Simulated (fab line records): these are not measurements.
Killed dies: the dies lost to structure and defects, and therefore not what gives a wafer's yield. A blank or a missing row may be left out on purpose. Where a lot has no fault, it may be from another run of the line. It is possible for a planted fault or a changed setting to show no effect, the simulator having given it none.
A lot that was struck, set against a sound lot :: flow n5_finfet :: 37 steps out of a route of 1938
Sound: the wafers L598.2, L598.5, L598.6. Struck: wafers L609.1, L609.3, L609.6. At the end, the cause is stated.
At each step with rows: each side's tool, then ch and its chambers, then its first start. Under that, the readings that differ: sound wafers :: struck wafers :: difference of the means :: sigmas: that difference in standard deviations of wafers without a fault.
alike: readings whose means differ by less than 2 such deviations, and words and numbers that are the same on both sides. not compared: withheld readings, readings that some wafer has no value for, bounds like >300 that may hide the same value, and numbers for which the record gives no deviation and whose values overlap.
The two part at a step that has a row with sigmas, a row that says differs or no value, or rows on one side only. Numbers that have no deviation but don't overlap get no sigmas and don't part them. A reading missing from all wafers of one side parts the sides only when that side holds two or more wafers.

first, 9 steps without rows for these wafers: N5_PASSIVATION_EXPOSE_07 (exposes mask TV, defocus 0 nm, target cd 3000 nm); N5_PASSIVATION_PEB_08; N5_PASSIVATION_DEVELOP_09 (develop time 60 s); N5_PASSIVATION_HARDBAKE_11 (time 120 s); N5_PASSIVATION_DESCUM_12 (chemistry O2, time 7.9 s); N5_PASSIVATION_PASS_ETCH_74 (etches SiNx in CF4/O2, target depth 220 nm, time 110 s); N5_PASSIVATION_VIA_ETCH_13 (etches SiO2 in CHF3/O2, target depth 660 nm, time 330 s); N5_PASSIVATION_STRIP_14 (strips in O2); N5_PASSIVATION_ETCH_15 (etches SiCN in CF4/N2, target depth 75 nm, time 81.2 s).
N5_PASSIVATION_STRIP_73: strips in post etch residue remover, time 60 s.
  sound on wet_bench-03 ch 1,3,4, day 13 08:38; struck on wet_bench-03 ch 5,6,7, day 16 02:42
then, 26 steps without rows for these wafers: N5_PASSIVATION_SRD_17 (time 30 s, dry time 30 s); N5_PASSIVATION_DEGAS_18 (time 60 s); N5_PASSIVATION_PRE_CLEAN_19; N5_PASSIVATION_SPUTTER_20 (material TaN, target thk 50 nm); N5_PASSIVATION_AL_DEP_21 (deposits Al, target thk 2800 nm, time 170 s); N5_PASSIVATION_HMDS_23 (time 60 s); N5_PASSIVATION_COAT_24; N5_PASSIVATION_EBR_26; N5_PASSIVATION_SOFTBAKE_25 (time 90 s); N5_PASSIVATION_EXPOSE_27 (exposes mask PAD, defocus 0 nm); N5_PASSIVATION_PEB_28; N5_PASSIVATION_DEVELOP_29 (develop time 60 s); N5_PASSIVATION_HARDBAKE_31 (time 120 s); N5_PASSIVATION_DESCUM_32 (chemistry O2, time 7.9 s); N5_PASSIVATION_AL_ETCH_33 (etches Al in Cl2/BCl3, stops on TaN, target depth 2800 nm, time 466.7 s); N5_PASSIVATION_ETCH_59 (etches TaN in Cl2/BCl3, target depth 65 nm, time 34.9 s); N5_PASSIVATION_STRIP_34 (strips in O2); N5_PASSIVATION_STRIP_51 (strips in post etch residue remover, time 1200 s); N5_PASSIVATION_CLEAN_69 (cleans in IPA, time 180 s); N5_PASSIVATION_SRD_70 (time 30 s); N5_PASSIVATION_PECVD_53 (deposits SiO2 from TEOS/O2, target thk 800 nm, time 169.4 s); N5_PASSIVATION_PECVD_35 (deposits SiNx from SiH4/NH3/N2, target thk 700 nm, time 151.3 s); N5_PASSIVATION_HMDS_37 (time 60 s); N5_PASSIVATION_COAT_38; N5_PASSIVATION_EBR_40; N5_PASSIVATION_SOFTBAKE_39 (time 120 s).
N5_PASSIVATION_PROBE_49:
  sound: prober-01 at day 13 14:52; struck: prober-01 at day 16 09:26
reading: defect_limited_yield (%)
sound: 92.4 93.5 90.8
struck: 80.7 84.7 79.8
difference: -10.5
sigmas: -7

reading: killed_at_other
sound: 2 1 0
struck: 155 87 146
difference: +128
sigmas: +44

reading: killed_dies
sound: 90 77 108
struck: 228 181 238
difference: +124
sigmas: +7

reading: sort_bin_5_function (%)
sound: 4.7 3.7 5.6
struck: 11.1 8.3 11.9
difference: +5.8
sigmas: +6

reading: sort_n_pass
sound: 1090 1103 1072
struck: 952 999 942
difference: -124
sigmas: -7

reading: sort_yield_pct (%)
sound: 92.4 93.5 90.8
struck: 80.7 84.7 79.8
difference: -10.5
sigmas: -7
  alike: killed_at_M0_to_M3, killed_at_M4_up, killed_at_contacts, killed_at_front_end, killed_on_rim, killed_open, killed_short, sort_bin_4_leakage, sort_bin_6_memory

## WHERE THEY PART
Only at N5_PASSIVATION_PROBE_49, within this record.

WHY: the cause the simulator had injected
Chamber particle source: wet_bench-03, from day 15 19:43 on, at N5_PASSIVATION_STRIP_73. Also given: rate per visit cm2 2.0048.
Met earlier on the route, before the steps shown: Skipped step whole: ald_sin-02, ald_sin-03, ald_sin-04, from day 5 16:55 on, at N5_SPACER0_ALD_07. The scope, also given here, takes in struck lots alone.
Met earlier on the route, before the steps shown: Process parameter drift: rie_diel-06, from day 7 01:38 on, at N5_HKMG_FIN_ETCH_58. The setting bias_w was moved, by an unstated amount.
